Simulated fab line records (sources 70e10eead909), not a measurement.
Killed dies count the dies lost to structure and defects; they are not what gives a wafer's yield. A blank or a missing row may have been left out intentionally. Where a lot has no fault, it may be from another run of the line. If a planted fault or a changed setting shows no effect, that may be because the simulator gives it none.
Comparing a struck lot with a sound one -- flow nand harc -- 15 out of 1302 route steps
Sound: the wafers L221.1, L221.3, L221.4. The struck wafers were L228.4, L228.5, L228.6. The cause comes at the end.
For every step that has rows: the tool of each side, followed by ch and its chambers, followed by its first start. Under that, the readings that differ: sound wafers -- struck wafers -- difference of the means -- sigmas: that difference in standard deviations of wafers without a fault.
alike: readings whose means differ by less than 2 such deviations, and words and numbers that are the same on both sides. not compared: withheld readings, readings that some wafer has no value for, bounds like >300 that may hide the same value, and numbers for which the record gives no deviation and whose values overlap.
Wherever a step has rows on one side only, a row that says differs or no value, or a row with sigmas, the two part there. Numbers that have no deviation but don't overlap get no sigmas and don't part them. Lack of a reading on every wafer of one side parts them only where that side has two or more wafers.

first, 1 step without rows for these wafers: NHARC_P_M1_ETCH_35 (etches the open film in N2/H2, target depth 40 nm, overetch 12 nm, time 43.94 s).
NHARC_P_M1_ETCH_15: etches the open film in C4F8/Ar, target depth 182.5 nm, time 91.2 s.
  sound: rie diel-09 ch 0,1,2; struck: rie diel-09 ch 0,3
  alike: oes product au, rf vpp V
  not compared: rf hours counter h
NHARC_P_M1_CD_MEAS_16:
  sound: cd sem-02 at day 7 14:14; struck: cd sem-02 at day 10 16:34
  alike: cd nm
then, 1 step without rows for these wafers: NHARC_P_M1_STRIP_18 (strips in N2/H2).
NHARC_P_M1_ETCH_28: etches the open film in CF4/N2, target depth 30 nm, time 72.99 s.
  sound: rie diel-12 ch 0,2,3; struck: rie diel-12 ch 0,2,3
  alike: drypump motor current A, oes product au, rf vpp V, showerhead plenum p Torr, throttle valve pct
  not compared: rf hours counter h
then, 2 steps without rows for these wafers: NHARC_P_M1_STRIP_19 (strips in post etch residue remover, time 600 s); NHARC_P_M1_DEGAS_29 (time 60 s).
NHARC_P_M1_PRE_CLEAN_30: time 30 s.
  sound on pvd sputter-03; struck on pvd sputter-03
  alike: heater power w
NHARC_P_M1_PVD_20: deposits TaN, target thk 5 nm, time 8.06 s.
  sound on pvd sputter-03; struck on pvd sputter-03
  alike: cathode dc power W, chamber pressure pa, substrate temp c, throttle valve pct
then, 2 steps without rows for these wafers: NHARC_P_M1_PVD_21 (deposits Cu, target thk 30 nm, time 20.49 s); NHARC_P_M1_ECD_22 (material Cu, target thk 400 nm).
NHARC_P_M1_ANNEAL_31: time 90 s.
  sound on rtp anneal-02 ch 0, day 7 15:40; struck on rtp anneal-02 ch 0, day 10 18:10
  alike: anneal temp c max, wafer_temp_C_max
NHARC_P_M1_CMP_23: polishes, t overpolish 20 s, target thk 157.82 nm.
  sound on cmp-03 ch 0,1,3, day 7 16:03; struck on cmp-04 ch 2,3, day 10 18:22
  no value came back on the struck wafers for edge zone pressure frac, motor current A (A), pad life wafers, time to endpoint s (s); on the sound wafers edge zone pressure frac reads 0.999 0.999 1.001
NHARC_P_M1_THK_MEAS_24: measures by xrf.
  sound: film metro-01 at day 7 16:20; struck: film metro-02 at day 10 18:40
reading,sound,struck,difference,sigmas
thk nm (nm),160.1 156.6 157.2,403.3 406.0 405.8,+247.1,+99 or more
after that, 1 step had no rows for these wafers: NHARC_P_M1_SRD_25.

## WHERE THEY PART
First at NHARC_P_M1_CMP_23; last, within this record, at NHARC_P_M1_THK_MEAS_24.

WHY: whatever the simulator had introduced
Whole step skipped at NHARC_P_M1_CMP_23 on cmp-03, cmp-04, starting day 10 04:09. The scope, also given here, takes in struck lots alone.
